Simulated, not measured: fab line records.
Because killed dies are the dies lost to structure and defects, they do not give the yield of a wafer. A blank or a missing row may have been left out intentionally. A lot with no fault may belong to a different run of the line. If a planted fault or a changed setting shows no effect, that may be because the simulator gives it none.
Chamber matching	flow n5Finfet	3 sister chambers for N5_BEOL_M4_CO_CAP_55 on cvdCo-02
The step material Co, precursor CCTBA/H2, target thk 2 nm, time 102.1 s. 22 wafers are shown with their chamber, then 11 later ones without.

== EACH WAFER AND ITS CHAMBER ==
wafer	chamber	heaterPowerW (W)
L075.1	1	233
L075.3	2	261
L075.6	2	266
L078.2	0	226
L078.3	1	234
L078.5	1	241
L076.1	1	235
L076.2	2	262
L076.3	0	225
L081.2	1	229
L081.3	0	229
L081.4	0	231
L083.1	2	263
L083.3	0	230
L083.6	1	230
L085.4	0	222
L085.5	1	233
L085.6	2	265
L090.3	1	235
L090.4	2	264
L090.6	0	232
L091.1	1	233

SIGNATURES, as means of the wafers listed above
reading	chamber 0	chamber 1	chamber 2	scatter within a chamber
heaterPowerW	227.86	233.67	263.50	3.17
Rule: a wafer lies at a distance from a chamber equal to the root of the sum of squares, over the readings, of (its reading less the chamber's mean, divided by the reading's scatter). If the next closest chamber is less than 2 further off than the closest, the wafer can't be placed; otherwise it belongs to the closest. The scatter is the square root of a quotient: the sum, over the shown wafers, of each reading's squared deviation from its chamber's mean, divided by wafers minus chambers.

== WAFERS WITHOUT THEIR CHAMBER ==
wafer	heaterPowerW (W)
L091.3	270
L091.5	225
L093.1	268
L093.3	235
L093.4	222
L094.1	221
L094.5	271
L094.6	221
L097.2	265
L097.3	230
L097.6	233

== WHICH CHAMBER EACH WENT THROUGH ==
wafer	from the rows above	in truth
L091.3	2	2
L091.5	can't be placed: 0 or 1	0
L093.1	2	2
L093.3	can't be placed: 1 or 0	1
L093.4	can't be placed: 0 or 1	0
L094.1	can't be placed: 0 or 1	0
L094.5	2	2
L094.6	can't be placed: 0 or 1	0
L097.2	2	2
L097.3	can't be placed: 0 or 1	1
L097.6	can't be placed: 1 or 0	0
Correctly placed: 4 of 11. These rows do not allow placing 7 (true chamber among the candidates in 7). Placed wrongly: 0.
